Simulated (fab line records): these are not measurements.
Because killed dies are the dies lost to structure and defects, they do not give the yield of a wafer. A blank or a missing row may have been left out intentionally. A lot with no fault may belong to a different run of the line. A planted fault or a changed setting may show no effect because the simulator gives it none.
The tool behind it: which one?    flow nandHarc    Sampling: 11 lots, 33 wafers, 5 of 1302 route steps

## WHAT EACH GAUGE READ, for each wafer
NHARC_END_SORT_01.
lot   measured      on         killedAtArray
L694  day 26 05:54  prober-02  59 64 48
L695  day 27 22:08  prober-01  58 70 59

## WHAT TOOL EACH LOT RAN ON (gives the tool, then ch and the chambers of the sampled wafers, and finally the start)
lot   NHARC_P_GATE_HM_OPEN_105                      NHARC_P_GATE_ALD_36               NHARC_P_GATE_ETCHBACK_37           NHARC_P_GATE_STRIP_101
L690  rieDiel-01 ch 0,1,2, day 6 00:35 or earlier   aldSin-01 ch 0,1,3, day 6 00:35   rieDiel-12 ch 0,1,3, day 6 10:05   rieDiel-12 ch 0,1,2, day 6 10:10
L691  rieDiel-01 ch 0,1, day 6 12:18 or earlier     aldSin-04 ch 0,1,3, day 6 12:18   rieDiel-09 ch 0,2, day 6 21:52     rieDiel-09 ch 0,1,2, day 6 21:57
L692  rieDiel-09 ch 1,3, day 6 13:57 or earlier     aldSin-03 ch 1,2,3, day 6 13:57   rieDiel-09 ch 2,3, day 6 22:24     rieDiel-09 ch 1,2, day 6 22:29
L694  rieDiel-01 ch 0,1,3, day 7 17:32 or earlier   aldSin-04 ch 1,2, day 7 17:32     rieDiel-12 ch 0,2,3, day 8 03:02   rieDiel-12 ch 0,2,3, day 8 03:07
L695  rieDiel-01 ch 0,1,2, day 8 14:11 or earlier   aldSin-01 ch 0,1,3, day 8 14:11   rieDiel-12 ch 0,3, day 8 21:35     rieDiel-12 ch 1,2, day 8 21:40
L697  rieDiel-01 ch 1,2,3, day 8 22:25 or earlier   aldSin-04 ch 1,2,3, day 8 22:25   rieDiel-09 ch 0,1,2, day 9 07:58   rieDiel-09 ch 0,1,2, day 9 08:04
L706  rieDiel-09 ch 0,2, day 12 10:28 or earlier    aldSin-04 ch 2,3, day 12 10:28    rieDiel-12 ch 0,1, day 12 19:56    rieDiel-12 ch 1,2,3, day 12 20:02
L707  rieDiel-01 ch 0,1,3, day 12 22:58 or earlier  aldSin-03 ch 1,3, day 12 22:58    rieDiel-12 ch 0,2,3, day 13 07:31  rieDiel-12 ch 2,3, day 13 07:36
L708  rieDiel-09 ch 2,3, day 13 13:59 or earlier    aldSin-01 ch 0,2, day 13 13:59    rieDiel-01 ch 2,3, day 13 23:29    rieDiel-01 ch 0,2,3, day 13 23:34
L709  rieDiel-09 ch 1,2, day 13 19:20 or earlier    aldSin-04 ch 0,1,2, day 13 19:20  rieDiel-09 ch 1,2,3, day 14 02:44  rieDiel-09 ch 0,2,3, day 14 02:49
L710  rieDiel-12 ch 1,2,3, day 14 03:57 or earlier  aldSin-03 ch 1,3, day 14 03:57    rieDiel-12 ch 0,1,2, day 14 15:40  rieDiel-12 ch 0,1,2, day 14 15:45
- NHARC_P_GATE_HM_OPEN_105: chemistry O2/COS, target depth 360 nm.
- NHARC_P_GATE_ALD_36: deposits SiNx, target thk 20 nm, pulse time 60 s, ald cycles 223.
- NHARC_P_GATE_ETCHBACK_37: etches the open film in CHF3/O2, target depth 34.5 nm, time 17.2 s.
- NHARC_P_GATE_STRIP_101: strips in O2, time 20 s.

## THE ANSWER, worked out from the rows above alone
Rule: the usual values come from the lots themselves. The widest of any qualifying gaps counts: lots, ordered by their means at a reading, are off when they make up no more than a third of the lots, leave a main group of 4 or more, and stand apart from it by 3 or more times the standard deviation of that group's means. Not used: any main group whose means are identical at the precision the tables above print for the reading. Also off: a lot with no number at a reading for which 4 or more lots have one. All remaining lots with rows at the step are treated as sound.
None of the lots is off at any reading shown; this tells nothing.

## WHAT HAD BEEN PUT IN BY THE SIMULATOR
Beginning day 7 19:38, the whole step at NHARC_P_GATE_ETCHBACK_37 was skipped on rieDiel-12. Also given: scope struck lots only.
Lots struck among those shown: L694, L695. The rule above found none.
